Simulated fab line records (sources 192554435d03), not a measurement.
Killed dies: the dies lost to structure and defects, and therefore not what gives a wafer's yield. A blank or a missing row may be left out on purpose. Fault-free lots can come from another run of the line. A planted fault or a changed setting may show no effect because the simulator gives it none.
Which tool is to blame? :: flow n5Finfet :: 10 lots, 29 wafers sampled, at 3 steps of a route of 1938

## WHAT THE GAUGES SHOWED, per wafer
N5_BEOL_M2_RS_MEAS_58: measures by four-point-probe.
lot: L684
measured: day 7 09:04
on: filmMetro-01
M2_RS (ohm/sq): 0.644 0.686 0.676

lot: L686
measured: day 8 05:58
on: filmMetro-02
M2_RS (ohm/sq): 0.650 0.645 0.650

lot: L687
measured: day 8 07:16
on: filmMetro-01
M2_RS (ohm/sq): 0.694 0.665 0.666

lot: L688
measured: day 9 00:08
on: filmMetro-02
M2_RS (ohm/sq): 0.646 0.643 0.652

lot: L690
measured: day 9 09:17
on: filmMetro-02
M2_RS (ohm/sq): 0.709 0.731 0.728

lot: L692
measured: day 9 11:58
on: filmMetro-02
M2_RS (ohm/sq): 0.632 0.640 0.659

lot: L693
measured: day 9 17:34
on: filmMetro-01
M2_RS (ohm/sq): 0.692 0.672 0.671

lot: L696
measured: day 10 06:19
on: filmMetro-02
M2_RS (ohm/sq): 0.669 0.729 0.699

lot: L697
measured: day 10 09:37
on: filmMetro-02
M2_RS (ohm/sq): 0.755 0.718

lot: L704
measured: day 12 20:43
on: filmMetro-02
M2_RS (ohm/sq): 0.614 0.652 0.652

## WHAT TOOL EACH LOT RAN ON (gives the tool, then ch and the chambers of the sampled wafers, and finally the start)
lot: L684
N5_BEOL_M2_CMP_52: cmp-04 ch 1,2,3, day 7 08:29
N5_BEOL_M2_CO_CAP_55: cvdCo-01 ch 1,2, day 7 08:52

lot: L686
N5_BEOL_M2_CMP_52: cmp-04 ch 0,2,3, day 8 05:23
N5_BEOL_M2_CO_CAP_55: cvdCo-02 ch 0,1,2, day 8 05:47

lot: L687
N5_BEOL_M2_CMP_52: cmp-04 ch 0,1,3, day 8 06:47
N5_BEOL_M2_CO_CAP_55: cvdCo-01 ch 0,1,2, day 8 07:05

lot: L688
N5_BEOL_M2_CMP_52: cmp-01 ch 0,2,3, day 8 23:39
N5_BEOL_M2_CO_CAP_55: cvdCo-02 ch 0,2, day 8 23:57

lot: L690
N5_BEOL_M2_CMP_52: cmp-02 ch 2,3, day 9 08:46
N5_BEOL_M2_CO_CAP_55: cvdCo-02 ch 0,2, day 9 09:06

lot: L692
N5_BEOL_M2_CMP_52: cmp-01 ch 0,1,2, day 9 11:28
N5_BEOL_M2_CO_CAP_55: cvdCo-01 ch 1,2, day 9 11:47

lot: L693
N5_BEOL_M2_CMP_52: cmp-04 ch 2,3, day 9 16:59
N5_BEOL_M2_CO_CAP_55: cvdCo-01 ch 0,2, day 9 17:23

lot: L696
N5_BEOL_M2_CMP_52: cmp-04 ch 1,2,3, day 10 05:46
N5_BEOL_M2_CO_CAP_55: cvdCo-01 ch 1,2, day 10 06:08

lot: L697
N5_BEOL_M2_CMP_52: cmp-02 ch 0,2, day 10 09:11
N5_BEOL_M2_CO_CAP_55: cvdCo-01 ch 0,2, day 10 09:26

lot: L704
N5_BEOL_M2_CMP_52: cmp-04 ch 1,2, day 12 20:12
N5_BEOL_M2_CO_CAP_55: cvdCo-02 ch 0,1, day 12 20:32
- N5_BEOL_M2_CMP_52: polishes, stops on SiOC, t overpolish 6.8 s, target thk 40 nm.
- N5_BEOL_M2_CO_CAP_55: material Co, precursor CCTBA/H2, target thk 2 nm, time 102.1 s.

## THE ANSWER, worked out from the rows above alone
Rule: usual is defined by the lots themselves. Put in order of their means at a reading, lots are off if they are a third of the lots or fewer, leave a main group of 4 or more, and stand apart from it by a gap of 3 or more times the standard deviation of the main group's means; of several such gaps the widest counts. Not used: any main group whose means are identical at the precision the tables above print for the reading. Also off: a lot with no number at a reading for which 4 or more lots have one. Any other lot the step has rows for is counted as sound.
Across all readings shown, no lot is off: no conclusion can be drawn from this.

## WHAT THE SIMULATOR HAD INSERTED
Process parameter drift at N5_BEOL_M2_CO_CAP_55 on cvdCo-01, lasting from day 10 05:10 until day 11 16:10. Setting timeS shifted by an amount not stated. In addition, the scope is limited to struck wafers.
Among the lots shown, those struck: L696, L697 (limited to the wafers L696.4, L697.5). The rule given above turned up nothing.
